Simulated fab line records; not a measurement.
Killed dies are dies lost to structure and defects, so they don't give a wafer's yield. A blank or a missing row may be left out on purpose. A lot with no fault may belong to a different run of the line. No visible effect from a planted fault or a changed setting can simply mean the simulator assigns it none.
fab line records	flow nand-harc
record: lots: 24	wafers: 72	last-day: 33
route steps=1302 shown A_STAIRCASE@844 A_SGD_CUT@907 A_WL_FILL@967 A_CONTACT@986
lots that met no fault: from a run of the same line without faults
start-h: hours from the record's first day to the start of the lot's first wafer shown	wait-h: how many hours have passed since the lot's step before this one	" identical to the entry in the row above	L1.1+2: a single row standing in for several wafers	- no value, or no start was given	* or withheld: withheld	< > ~ a bound
route shown NAME@n: NAME is a module with steps in the file, n the number in the route of the first one	usual: mean/standard deviation taken from wafers without a fault	same: alike in all rows	chamber/n: place in a boat	sites: each site's reading	_std_site: their standard deviation	_edge_site: outer sites' mean less inner sites'	radius-mm: how far each site lies from the wafer's centre	mask NAME#n: copy n	behind: the last tool/chamber to shape the wafer	hold: why the lot went on hold/how many hours it stayed there/how the hold came to an end	device: transistor that didn't switch, given as n, p or np	end of line: the same wafers' tests at the end of the route	a step without rows: its recipe alone	killed: the dies lost at the first sort to structure and to defects; this is not the yield of the wafer	map: a wafer's dies, marking killed ones x, the rest . and places with no die _
set.NAME: the setting the step ran with; set.NAME@STEP: the setting that earlier step ran with	model.NAME: the simulator's own value behind a step, which no gauge read
steps of the route over a sample of lots; a table a step, a row a wafer
services: when a tool's chamber went out of use (start-h, in hours from the record's first day, below 0 if earlier), for how many hours, and the reason
== steps ==
step: NHARC_A_STAIRCASE_DEP_417
recipe: target-thk-a: 600	step-coverage-pct: 20	temp-c: 400	target-thk-nm: 60	flow-sccm: 200	rf-w: 450	material: Si3N4
usual: heater-power-w: 743/81
lot.wafer	tool	chamber	start-h	wait-h	heater-power-w
L074.1	pecvd-04	1	401.60	-	807
L074.5	"	1	"	"	821
L074.6	"	2	"	"	721
L075.1	pecvd-04	0	403.02	-	710
L075.4	"	2	"	"	795
L075.5	"	0	"	"	733
L076.3	pecvd-04	0	403.93	-	741
L076.4	"	2	"	"	735
L076.6	"	0	"	"	741
L077.5	pecvd-03	0	449.94	-	712
L077.6	"	1	"	"	661
L077.4	"	2	"	"	721
L078.1	pecvd-03	0	451.72	-	742
L078.3	"	1	"	"	766
L078.6	"	0	"	"	746
L079.3	pecvd-01	0	453.56	-	672
L079.4	"	1	"	"	780
L079.5	"	0	"	"	518
L080.3	pecvd-03	0	458.09	-	772
L080.5	"	1	"	"	787
L080.4	"	2	"	"	635
L081.1	pecvd-01	2	458.59	-	722
L081.6	"	2	"	"	757
L081.4	"	1	"	"	817
L082.1	pecvd-03	2	472.70	-	672
L082.3	"	0	"	"	659
L082.5	"	0	"	"	672
L083.2	pecvd-03	0	488.75	-	777
L083.1	"	1	"	"	789
L083.6	"	0	"	"	775
L084.1	pecvd-04	1	505.43	-	785
L084.5	"	2	"	"	823
L084.6	"	0	"	"	719
L085.3	pecvd-01	1	514.43	-	822
L085.5	"	0	"	"	547
L085.6	"	1	"	"	826
L088.3	pecvd-03	0	534.00	-	756
L088.1	"	2	"	"	703
L088.6	"	0	"	"	735
L087.1	pecvd-03	1	536.16	-	731
L087.6	"	0	"	"	746
L087.5	"	1	"	"	735
L086.2	pecvd-04	0	536.32	-	821
L086.4	"	1	"	"	892
L086.6	"	0	"	"	661
L089.2	pecvd-01	2	537.52	-	770
L089.3	"	1	"	"	820
L089.5	"	2	"	"	737
L090.2	pecvd-01	0	542.69	-	646
L090.3	"	2	"	"	788
L090.4	"	2	"	"	762
L092.2	pecvd-01	0	559.66	-	582
L092.1	"	2	"	"	810
L092.5	"	0	"	"	622
L091.2	pecvd-01	0	563.48	-	662
L091.5	"	0	"	"	685
L091.6	"	1	"	"	846
L093.2	pecvd-03	1	580.47	-	628
L093.5	"	1	"	"	618
L093.4	"	2	"	"	638
L094.3	pecvd-01	1	581.90	-	716
L094.6	"	1	"	"	725
L094.4	"	0	"	"	578
L096.1	pecvd-01	2	610.79	-	744
L096.2	"	0	"	"	617
L096.5	"	2	"	"	760
L095.3	pecvd-04	1	614.01	-	899
L095.5	"	0	"	"	819
L095.6	"	1	"	"	908
L097.4	pecvd-04	2	628.28	-	695
L097.3	"	0	"	"	813
L097.5	"	0	"	"	808
step: NHARC_A_STAIRCASE_CMP_472
recipe: material: SiO2
usual: motor-current-A: 12.1/0.93
lot.wafer	tool	chamber	start-h	wait-h	motor-current-A
L076.3	cmp-04	0	442.93	0.2	12.7
L076.4	"	3	"	"	12.0
L076.6	"	1	"	"	12.7
L075.4	cmp-01	1	443.38	0.2	12.6
L075.1	"	2	"	"	12.8
L075.5	"	0	"	"	11.3
L074.1	cmp-04	3	443.42	0.2	12.0
L074.6	"	2	"	"	14.8
L074.5	"	3	"	"	11.7
L078.3	cmp-03	0	495.45	0.2	11.8
L078.1	"	3	"	"	13.0
L078.6	"	0	"	"	11.8
L079.3	cmp-01	2	498.43	0.2	12.9
L079.4	"	3	"	"	11.7
L079.5	"	1	"	"	12.4
L077.4	cmp-01	2	501.24	0.2	13.1
L077.5	"	1	"	"	11.9
L077.6	"	2	"	"	12.4
L081.4	cmp-03	0	502.97	0.1	11.9
L081.1	"	3	"	"	11.9
L081.6	"	0	"	"	11.8
L080.3	cmp-01	3	505.31	0.2	12.0
L080.4	"	0	"	"	10.8
L080.5	"	3	"	"	11.4
L082.1	cmp-04	1	519.14	0.2	13.3
L082.3	"	2	"	"	13.8
L082.5	"	1	"	"	13.5
L083.2	cmp-01	0	535.96	0.3	11.4
L083.1	"	1	"	"	12.4
L083.6	"	0	"	"	11.1
L084.1	cmp-01	1	546.22	0.3	12.5
L084.5	"	3	"	"	11.9
L084.6	"	0	"	"	11.0
L085.3	cmp-03	0	559.93	0.2	11.9
L085.6	"	3	"	"	12.2
L085.5	"	0	"	"	11.9
L087.1	cmp-03	0	578.56	0.3	11.9
L087.6	"	3	"	"	12.2
L087.5	"	0	"	"	11.5
L088.1	cmp-04	3	578.98	0.3	12.4
L088.3	"	0	"	"	12.0
L088.6	"	1	"	"	13.1
L089.2	cmp-01	3	578.99	0.2	11.7
L089.3	"	0	"	"	11.0
L089.5	"	3	"	"	11.8
L086.2	cmp-01	0	582.52	0.2	10.8
L086.4	"	2	"	"	12.3
L086.6	"	0	"	"	11.2
L090.3	cmp-04	1	585.40	0.2	13.5
L090.2	"	3	"	"	11.6
L090.4	"	0	"	"	11.7
L092.2	cmp-03	3	601.70	0.3	12.0
L092.1	"	0	"	"	11.2
L092.5	"	2	"	"	12.3
L091.2	cmp-01	2	608.65	0.2	12.9
L091.6	"	2	"	"	12.8
L091.5	"	3	"	"	12.1
L094.4	cmp-04	1	624.66	0.2	13.4
L094.3	"	2	"	"	14.5
L094.6	"	0	"	"	12.3
L093.2	cmp-03	1	624.76	0.2	11.3
L093.4	"	2	"	"	11.7
L093.5	"	1	"	"	10.7
L095.3	cmp-01	1	655.98	0.2	12.6
L095.6	"	0	"	"	11.4
L095.5	"	1	"	"	11.9
L096.1	cmp-04	1	656.23	0.2	13.7
L096.2	"	2	"	"	13.8
L096.5	"	1	"	"	13.0
L097.4	cmp-03	2	672.07	0.2	11.7
L097.3	"	3	"	"	11.8
L097.5	"	2	"	"	11.7
step: NHARC_A_SGD_CUT_ETCH_15
recipe: target-depth-a: 750	time-s: 64.3	ch3f-flow-sccm: 50	o2-flow-sccm: 30	ar-flow-sccm: 200	rf-w: 500	bias-w: 100	chemistry: CH3F/O2
usual: bias-w: 100.00/0.3	drypump-motor-current-A: 5.5/0.41	oes-product-au: 0.957/0.019	rf-vpp-V: 263.7/1.7	showerhead-plenum-p-Torr: 2.45/0.096	throttle-valve-pct: 20.663/0.0089
same: time-s: 64.3
lot.wafer	tool	chamber	start-h	wait-h	bias-w	drypump-motor-current-A	oes-product-au	rf-hours-counter-h	rf-vpp-V	showerhead-plenum-p-Torr	throttle-valve-pct
L076.3	rie-diel-09	2	-	-	99.99	6.2	0.929	5	262.7	2.29	20.675
L076.4	"	3	"	"	99.71	5.6	0.955	5	263.8	2.53	20.666
L076.6	"	0	"	"	100.25	5.0	0.939	-	261.3	2.33	20.664
L075.1	rie-diel-04	2	-	-	99.83	5.1	0.928	6	262.4	2.50	20.667
L075.4	"	3	"	"	100.32	5.8	0.983	6	260.7	2.34	20.671
L075.5	"	1	"	"	99.71	5.4	0.957	-	264.8	2.52	20.638
L074.1	rie-diel-10	0	-	-	99.89	5.1	0.986	1	263.3	2.42	20.668
L074.6	"	0	"	"	100.39	5.1	0.983	-	261.9	2.43	20.659
L074.5	"	1	"	"	100.53	5.9	0.979	-	263.8	2.42	20.670
L078.1	rie-diel-09	0	-	-	99.93	4.9	0.966	7	262.2	2.33	20.653
L078.3	"	2	"	"	99.95	6.3	0.959	7	261.2	2.29	20.656
L078.6	"	0	"	"	100.36	5.0	0.959	-	263.1	2.33	20.671
L079.3	rie-diel-04	1	-	-	100.42	5.4	0.979	11	266.3	2.52	20.676
L079.4	"	0	"	"	99.56	5.5	0.984	11	264.5	2.46	20.663
L079.5	"	2	"	"	100.35	5.1	0.939	-	265.4	2.50	20.672
L077.4	rie-diel-10	0	-	-	99.95	5.1	0.935	4	263.4	2.42	20.649
L077.5	"	1	"	"	99.75	5.9	0.936	-	262.6	2.42	20.669
L077.6	"	2	"	"	100.08	5.2	0.921	-	266.3	2.64	20.663
L081.4	rie-diel-04	2	-	-	100.39	5.1	0.963	11	263.6	2.50	20.654
L081.1	"	1	"	"	99.81	5.4	0.984	12	264.2	2.52	20.662
L081.6	"	2	"	"	100.04	5.1	0.972	-	265.2	2.50	20.649
L080.3	rie-diel-04	1	-	-	99.56	5.4	0.961	12	265.6	2.52	20.673
L080.4	"	0	"	"	100.18	5.5	0.945	12	262.8	2.46	20.670
L080.5	"	1	"	"	99.38	5.4	0.958	-	266.4	2.52	20.678
L082.1	rie-diel-04	1	-	-	100.51	5.4	0.953	13	264.7	2.52	20.678
L082.3	"	3	"	"	99.96	5.8	0.970	13	261.2	2.33	20.664
L082.5	"	2	"	"	100.62	5.1	0.970	-	265.5	2.50	20.665
L083.1	rie-diel-10	3	-	-	99.76	6.4	0.948	7	262.2	2.37	20.658
L083.2	"	0	"	"	99.69	5.1	0.971	7	263.6	2.42	20.666
L083.6	"	3	"	"	99.93	6.4	0.929	-	262.6	2.37	20.670
L084.1	rie-diel-09	0	-	-	99.29	5.0	0.968	1	261.1	2.33	20.664
L084.5	"	1	"	"	100.72	5.8	0.961	-	265.7	2.55	20.651
L084.6	"	2	"	"	99.97	6.3	0.951	-	261.5	2.29	20.670
L085.3	rie-diel-04	0	-	-	99.84	5.5	0.968	1	261.4	2.46	20.656
L085.6	"	0	"	"	99.39	5.5	0.966	-	263.8	2.46	20.667
L085.5	"	1	"	"	99.86	5.4	0.985	-	264.4	2.52	20.664
L087.1	rie-diel-04	3	-	-	100.22	5.8	0.975	2	261.0	2.33	20.661
L087.6	"	0	"	"	100.14	5.5	0.964	-	263.2	2.46	20.657
L087.5	"	1	"	"	99.89	5.4	0.969	-	265.8	2.52	20.662
L088.3	rie-diel-09	3	-	-	100.28	5.6	0.939	3	265.5	2.53	20.658
L088.1	"	1	"	"	99.95	5.8	0.931	3	263.5	2.55	20.655
L088.6	"	1	"	"	100.15	5.8	0.931	-	265.1	2.54	20.658
L089.2	rie-diel-10	3	-	-	99.92	6.3	0.948	8	262.5	2.37	20.648
L089.3	"	2	"	"	99.69	5.2	0.947	8	265.1	2.64	20.656
L089.5	"	0	"	"	99.65	5.1	0.966	-	264.0	2.42	20.666
L086.4	rie-diel-04	1	-	-	99.45	5.4	0.993	3	264.6	2.52	20.663
L086.2	"	2	"	"	99.56	5.1	0.968	3	264.1	2.50	20.665
L086.6	"	0	"	"	100.22	5.5	0.964	-	264.6	2.46	20.664
L090.4	rie-diel-10	2	-	-	100.00	5.2	0.932	9	267.3	2.64	20.653
L090.3	"	3	"	"	100.62	6.4	0.931	9	261.7	2.37	20.671
L090.2	"	0	"	"	100.33	5.1	0.960	9	263.0	2.42	20.693
L092.2	rie-diel-09	2	-	-	99.82	6.2	0.969	4	260.4	2.29	20.650
L092.1	"	3	"	"	100.40	5.6	0.980	4	263.4	2.53	20.654
L092.5	"	0	"	"	99.73	5.0	0.933	-	261.8	2.33	20.666
L091.2	rie-diel-04	2	-	-	100.21	5.1	0.949	7	263.0	2.50	20.670
L091.5	"	3	"	"	99.64	5.8	0.967	-	262.9	2.33	20.660
L091.6	"	0	"	"	99.67	5.5	0.976	-	263.5	2.45	20.656
L094.3	rie-diel-09	1	-	-	99.84	5.8	0.957	6	267.2	2.54	20.661
L094.4	"	1	"	"	100.07	5.8	0.964	-	266.0	2.54	20.675
L094.6	"	0	"	"	99.71	5.0	0.940	-	262.4	2.33	20.667
L093.2	rie-diel-10	1	-	-	99.58	5.9	0.944	2	263.7	2.41	20.671
L093.4	"	2	"	"	99.98	5.2	0.971	2	265.9	2.64	20.658
L093.5	"	0	"	"	100.06	5.1	0.966	-	264.1	2.42	20.678
L095.3	rie-diel-09	2	-	-	100.18	6.2	0.920	4	263.5	2.29	20.667
L095.5	"	1	"	"	100.26	5.8	0.924	-	264.6	2.54	20.669
L095.6	"	2	"	"	100.07	6.2	0.924	-	260.1	2.29	20.657
L096.2	rie-diel-10	2	-	-	99.98	5.1	0.938	4	266.1	2.64	20.663
L096.1	"	0	"	"	100.11	5.1	0.954	3	265.0	2.42	20.657
L096.5	"	2	"	"	99.88	5.2	0.949	-	267.1	2.64	20.657
L097.4	rie-diel-04	2	-	-	100.33	5.1	0.967	10	264.4	2.50	20.645
L097.3	"	0	"	"	100.12	5.5	0.972	12	264.5	2.45	20.666
L097.5	"	3	"	"	99.99	5.8	0.970	-	261.2	2.33	20.653
step: NHARC_A_WL_FILL_STRIP_29
recipe: time-s: 20	o2-flow-sccm: 500	ar-flow-sccm: 0	bias-w: 0	chemistry: O2
usual: drypump-motor-current-A: 5.73/0.3	oes-product-au: 1.001/0.014	rf-vpp-V: 57.9/0.86	showerhead-plenum-p-Torr: 3.56/0.13	throttle-valve-pct: 17.036/0.0094
same: bias-w: 0	time-s: 20
lot.wafer	tool	chamber	start-h	wait-h	drypump-motor-current-A	oes-product-au	rf-hours-counter-h	rf-vpp-V	showerhead-plenum-p-Torr	throttle-valve-pct
L076.3	rie-diel-05	3	481.37	0.1	5.37	1.024	4.4	58.3	3.47	17.034
L076.4	"	2	"	"	5.88	0.995	4.4	58.1	3.71	17.046
L076.6	"	3	"	"	5.36	1.015	-	57.2	3.47	17.041
L075.4	rie-diel-11	1	485.36	0.1	5.30	0.979	0.6	56.8	3.33	17.023
L075.1	"	2	"	"	5.56	1.005	0.5	58.5	3.41	17.038
L075.5	"	1	"	"	5.27	0.976	-	57.7	3.33	17.040
L074.1	rie-diel-05	3	488.53	0.1	5.36	1.014	5.1	58.0	3.47	17.046
L074.5	"	0	"	"	5.65	1.009	-	59.2	3.67	17.040
L074.6	"	1	"	"	5.84	1.000	-	59.0	3.64	17.023
L078.1	rie-diel-11	3	535.29	0.1	5.83	0.987	2.4	56.2	3.69	17.040
L078.3	"	0	"	"	6.26	1.005	2.1	57.7	3.53	17.029
L078.6	"	1	"	"	5.28	0.984	-	57.2	3.32	17.029
L079.3	rie-diel-07	0	535.36	0.1	5.51	0.992	1.1	58.2	3.53	17.033
L079.4	"	3	"	"	5.93	1.011	0.9	58.7	3.56	17.024
L079.5	"	1	"	"	6.08	1.003	-	58.0	3.73	17.046
L081.4	rie-diel-05	1	538.36	0.1	5.81	1.012	7.9	58.8	3.63	17.023
L081.1	"	0	"	"	5.67	1.021	7.6	57.8	3.66	17.028
L081.6	"	1	"	"	5.80	0.997	-	58.2	3.63	17.039
L077.4	rie-diel-11	0	542.69	0.1	6.20	1.004	2.3	58.0	3.53	17.049
L077.5	"	2	"	"	5.55	1.008	-	57.4	3.41	17.010
L077.6	"	3	"	"	5.83	0.982	-	59.0	3.69	17.030
L080.3	rie-diel-05	3	546.96	0.1	5.40	1.017	7.7	57.0	3.47	17.033
L080.4	"	1	"	"	5.84	1.005	8.0	58.8	3.63	17.030
L080.5	"	3	"	"	5.40	1.018	-	58.0	3.47	17.032
L082.3	rie-diel-07	2	558.68	0.1	6.12	1.008	1.9	57.8	3.66	17.031
L082.1	"	3	"	"	5.94	0.994	1.8	58.2	3.56	17.048
L082.5	"	2	"	"	6.13	1.004	-	57.5	3.66	17.037
L083.2	rie-diel-05	3	575.80	0.1	5.37	1.014	8.3	56.8	3.47	17.043
L083.1	"	2	"	"	5.90	1.008	7.5	58.7	3.70	17.044
L083.6	"	3	"	"	5.39	1.016	-	57.8	3.47	17.035
L084.1	rie-diel-11	1	592.58	0.1	5.28	0.968	3.9	56.4	3.32	17.018
L084.6	"	1	"	"	5.30	0.964	-	56.2	3.32	17.044
L084.5	"	2	"	"	5.57	0.997	-	56.4	3.41	17.033
L085.3	rie-diel-05	0	604.19	0.1	5.67	1.015	0.7	58.0	3.66	17.027
L085.6	"	1	"	"	5.84	0.982	-	58.6	3.63	17.040
L085.5	"	2	"	"	5.90	1.007	-	58.5	3.70	17.025
L088.3	rie-diel-05	0	620.83	0.1	5.66	1.021	1.0	57.9	3.66	17.046
L088.1	"	1	"	"	5.84	0.988	0.8	58.1	3.63	17.041
L088.6	"	0	"	"	5.68	1.023	-	58.9	3.66	17.031
L087.1	rie-diel-07	0	621.11	0.1	5.53	1.002	3.5	57.4	3.53	17.049
L087.6	"	1	"	"	6.08	0.996	-	57.3	3.73	17.022
L087.5	"	2	"	"	6.12	1.012	-	57.9	3.65	17.032
L089.2	rie-diel-07	2	623.94	0.1	6.18	1.009	4.0	58.9	3.65	17.034
L089.3	"	1	"	"	6.08	0.991	3.8	57.6	3.73	17.024
L089.5	"	3	"	"	5.92	1.008	-	59.0	3.56	17.049
L086.4	rie-diel-11	1	626.38	0.1	5.26	0.978	0.3	55.8	3.32	17.033
L086.2	"	3	"	"	5.80	0.983	0.4	57.6	3.69	17.050
L086.6	"	1	"	"	5.25	0.982	-	56.9	3.32	17.013
L090.2	rie-diel-05	0	629.46	0.1	5.66	1.028	1.5	58.4	3.66	17.027
L090.3	"	1	"	"	5.83	0.991	1.3	58.5	3.63	17.037
L090.4	"	2	"	"	5.86	1.006	1.5	59.7	3.70	17.042
L092.1	rie-diel-11	1	644.90	0.1	5.29	0.990	1.2	57.8	3.32	17.047
L092.2	"	2	"	"	5.57	1.007	1.4	57.7	3.40	17.032
L092.5	"	2	"	"	5.56	0.995	-	57.5	3.40	17.043
L091.2	rie-diel-11	1	658.54	0.1	5.29	0.988	1.9	56.9	3.32	17.036
L091.5	"	1	"	"	5.26	0.983	-	58.3	3.32	17.028
L091.6	"	2	"	"	5.60	0.998	-	58.4	3.40	17.045
L094.3	rie-diel-05	3	662.60	0.1	5.37	0.997	3.0	58.1	3.47	17.027
L094.4	"	0	"	"	5.67	1.025	2.7	56.1	3.66	17.022
L094.6	"	2	"	"	5.88	0.997	-	58.8	3.70	17.049
L093.4	rie-diel-11	0	662.65	0.1	6.20	1.012	1.7	59.4	3.53	17.050
L093.2	"	1	"	"	5.28	0.996	2.0	57.0	3.32	17.034
L093.5	"	0	"	"	6.25	1.021	-	58.7	3.53	17.033
L096.2	rie-diel-07	1	699.86	0.1	6.07	1.018	0.6	58.8	3.73	17.030
L096.1	"	3	"	"	5.94	1.009	0.8	57.2	3.56	17.039
L096.5	"	1	"	"	6.08	1.003	-	58.2	3.73	17.032
L095.3	rie-diel-11	1	699.89	0.1	5.29	0.990	3.4	57.9	3.32	17.035
L095.5	"	1	"	"	5.27	0.976	-	57.5	3.32	17.030
L095.6	"	2	"	"	5.57	0.996	-	58.6	3.40	17.025
L097.3	rie-diel-07	0	711.50	0.1	5.48	0.972	1.0	58.2	3.53	17.033
L097.4	"	2	"	"	6.18	1.013	0.8	57.4	3.65	17.059
L097.5	"	0	"	"	5.48	0.983	-	57.6	3.53	17.037
step: NHARC_A_CONTACT_DEP_29
recipe: target-thk-a: 1000	target-thk-nm: 100	temp-c: 400	pressure-torr: 3.5	flow-sccm: 200	rf-w: 350	material: SiON
usual: chamber-pressure-Torr: 3.501/0.0083	heater-power-w: 781/81
lot.wafer	tool	chamber	start-h	wait-h	chamber-pressure-Torr	heater-power-w
L076.3	pecvd-04	2	493.50	2.1	3.500	841
L076.4	"	1	"	"	3.489	891
L076.6	"	2	"	"	3.514	868
L075.1	pecvd-01	1	498.29	3.6	3.500	801
L075.5	"	1	"	"	3.517	836
L075.4	"	2	"	"	3.505	828
L074.1	pecvd-02	2	500.25	3.6	3.503	841
L074.5	"	0	"	"	3.494	774
L074.6	"	1	"	"	3.505	661
L079.3	pecvd-01	2	546.58	2.1	3.515	901
L079.4	"	2	"	"	3.513	888
L079.5	"	1	"	"	3.501	764
L078.1	pecvd-04	1	546.62	3.6	3.504	943
L078.3	"	2	"	"	3.504	753
L078.6	"	2	"	"	3.493	783
L081.1	pecvd-01	0	550.78	3.5	3.493	646
L081.4	"	0	"	"	3.489	662
L081.6	"	1	"	"	3.501	751
L077.4	pecvd-01	1	554.65	1.5	3.505	787
L077.6	"	2	"	"	3.509	793
L077.5	"	0	"	"	3.496	689
L080.3	pecvd-02	0	560.71	2.2	3.498	764
L080.4	"	2	"	"	3.514	708
L080.5	"	0	"	"	3.497	786
L082.1	pecvd-02	0	572.87	3.4	3.510	777
L082.3	"	1	"	"	3.506	663
L082.5	"	1	"	"	3.504	650
L083.2	pecvd-04	2	588.27	2.9	3.490	855
L083.1	"	0	"	"	3.508	847
L083.6	"	2	"	"	3.507	858
L084.1	pecvd-02	2	604.40	3.6	3.502	753
L084.6	"	2	"	"	3.498	776
L084.5	"	1	"	"	3.504	698
L085.3	pecvd-04	1	615.59	2.1	3.491	881
L085.5	"	2	"	"	3.503	751
L085.6	"	0	"	"	3.517	872
L088.1	pecvd-02	0	632.14	3.6	3.503	803
L088.3	"	1	"	"	3.508	768
L088.6	"	0	"	"	3.495	796
L087.1	pecvd-01	0	632.61	3.6	3.485	633
L087.6	"	1	"	"	3.505	790
L087.5	"	2	"	"	3.502	829
L089.2	pecvd-01	0	636.30	2.8	3.504	573
L089.3	"	1	"	"	3.508	757
L089.5	"	1	"	"	3.498	762
L086.2	pecvd-02	1	640.73	3.1	3.512	745
L086.6	"	2	"	"	3.506	847
L086.4	"	1	"	"	3.509	742
L090.3	pecvd-02	2	642.97	2.1	3.495	800
L090.2	"	0	"	"	3.498	731
L090.4	"	0	"	"	3.505	753
L092.1	pecvd-04	1	656.18	3.6	3.513	871
L092.2	"	2	"	"	3.511	840
L092.5	"	0	"	"	3.500	752
L091.2	pecvd-02	0	673.45	2.9	3.499	789
L091.5	"	0	"	"	3.505	801
L091.6	"	1	"	"	3.514	698
L094.3	pecvd-02	0	679.63	2.2	3.486	822
L094.6	"	1	"	"	3.504	671
L094.4	"	2	"	"	3.500	745
L093.2	pecvd-01	0	679.64	3.0	3.519	695
L093.4	"	2	"	"	3.498	797
L093.5	"	0	"	"	3.512	693
L095.3	pecvd-02	2	713.05	2.2	3.504	771
L095.5	"	2	"	"	3.496	776
L095.6	"	1	"	"	3.509	671
L096.1	pecvd-01	1	713.84	3.6	3.508	795
L096.2	"	2	"	"	3.488	772
L096.5	"	0	"	"	3.506	654
L097.4	pecvd-04	1	723.88	1.5	3.509	963
L097.3	"	2	"	"	3.491	727
L097.5	"	1	"	"	3.495	993
step: NHARC_A_CONTACT_OVL_MEAS_43
usual: overlay-x-nm: 0.3/0.82	overlay-y-nm: 0.1/0.88
lot.wafer	tool	chamber	start-h	wait-h	overlay-x-nm	overlay-y-nm
L076.3	overlay-02	-	494.28	-	0.4	0.6
L076.4	"	-	"	"	0.2	0.6
L076.6	"	-	"	"	0.4	0.1
L075.1	overlay-01	-	499.06	-	0.1	0.7
L075.4	"	-	"	"	1.3	0.3
L075.5	"	-	"	"	0.7	1.0
L074.1	overlay-02	-	501.00	-	-2.0	-0.3
L074.5	"	-	"	"	-1.3	-0.1
L074.6	"	-	"	"	-0.7	-0.3
L079.3	overlay-01	-	547.26	-	-0.2	0.3
L079.4	"	-	"	"	-0.4	0.5
L079.5	"	-	"	"	-0.2	0.1
L078.1	overlay-02	-	547.42	-	-0.6	0.7
L078.3	"	-	"	"	-0.9	0.7
L078.6	"	-	"	"	-0.7	0.7
L081.1	overlay-01	-	551.46	-	1.0	0.4
L081.4	"	-	"	"	1.5	-0.2
L081.6	"	-	"	"	1.3	0.3
L077.4	overlay-01	-	555.25	-	1.9	-2.0
L077.5	"	-	"	"	2.0	-1.9
L077.6	"	-	"	"	2.3	-1.7
L080.3	overlay-01	-	561.46	-	-0.2	1.3
L080.4	"	-	"	"	0.0	0.6
L080.5	"	-	"	"	-1.0	1.3
L082.1	overlay-01	-	573.55	-	-0.5	-0.5
L082.3	"	-	"	"	-0.7	0.0
L082.5	"	-	"	"	-1.3	0.0
L083.1	overlay-02	-	588.92	-	1.4	-0.4
L083.2	"	-	"	"	1.0	0.0
L083.6	"	-	"	"	1.2	0.1
L084.1	overlay-02	-	605.24	-	-0.8	0.5
L084.5	"	-	"	"	0.0	-0.2
L084.6	"	-	"	"	-0.3	0.5
L085.3	overlay-02	-	616.40	-	1.3	0.5
L085.5	"	-	"	"	0.8	-0.1
L085.6	"	-	"	"	0.7	0.3
L088.1	overlay-01	-	632.79	-	1.0	0.5
L088.3	"	-	"	"	0.0	0.6
L088.6	"	-	"	"	0.5	0.6
L087.1	overlay-02	-	633.36	-	0.8	0.4
L087.5	"	-	"	"	1.1	0.5
L087.6	"	-	"	"	0.9	0.7
L089.2	overlay-02	-	637.11	-	0.9	1.1
L089.3	"	-	"	"	0.4	1.1
L089.5	"	-	"	"	0.7	1.8
L086.2	overlay-02	-	641.49	-	0.1	-0.3
L086.4	"	-	"	"	1.2	0.0
L086.6	"	-	"	"	0.8	-0.2
L090.2	overlay-01	-	643.78	-	0.1	-1.8
L090.3	"	-	"	"	0.2	-1.8
L090.4	"	-	"	"	0.2	-1.7
L092.1	overlay-01	-	656.83	-	1.5	1.3
L092.2	"	-	"	"	1.9	0.7
L092.5	"	-	"	"	1.2	1.2
L091.2	overlay-01	-	674.23	-	-1.0	0.7
L091.5	"	-	"	"	-0.5	1.2
L091.6	"	-	"	"	0.0	1.2
L094.3	overlay-01	-	680.38	-	-0.1	-0.3
L094.4	"	-	"	"	-0.4	0.0
L094.6	"	-	"	"	0.0	-1.0
L093.2	overlay-02	-	683.11	-	0.4	-0.6
L093.4	"	-	"	"	0.8	-0.4
L093.5	"	-	"	"	0.3	-0.4
L095.3	overlay-01	-	713.86	-	1.0	0.8
L095.5	"	-	"	"	1.6	1.3
L095.6	"	-	"	"	0.8	1.1
L096.1	overlay-02	-	714.62	-	-0.1	-1.3
L096.2	"	-	"	"	0.1	-1.7
L096.5	"	-	"	"	0.3	-1.2
L097.3	overlay-02	-	724.69	-	-0.2	-0.3
L097.4	"	-	"	"	0.0	-0.6
L097.5	"	-	"	"	0.1	-0.4
== services ==
tool	chamber	start-h	hours	kind
pecvd-04	2	385.57	4.8	repair
pecvd-02	2	390.50	13.8	repair
cmp-01	-	390.81	4.0	pm
rie-diel-04	2	399.18	15.8	repair
pecvd-02	-	408.15	13.0	pm
cmp-01	-	420.75	2.5	repair
pecvd-01	-	442.86	3.3	repair
pecvd-04	-	450.39	13.0	pm
pecvd-04	-	463.51	1.0	repair
cmp-01	-	469.63	0.5	repair
cmp-01	-	488.81	4.0	pm
pecvd-01	-	500.14	13.0	pm
rie-diel-04	1	512.98	1.3	repair
rie-diel-04	-	531.90	9.0	pm
cmp-01	-	570.53	1.5	repair
cmp-01	-	572.45	0.8	repair
cmp-01	-	586.81	4.0	pm
pecvd-02	-	589.15	13.0	pm
rie-diel-04	1	604.92	8.3	repair
rie-diel-04	2	616.94	19.4	repair
pecvd-04	1	626.18	16.6	repair
pecvd-04	-	631.65	13.0	pm
pecvd-01	-	681.27	13.0	pm
pecvd-04	0	722.01	3.7	repair
== key ==
fault none
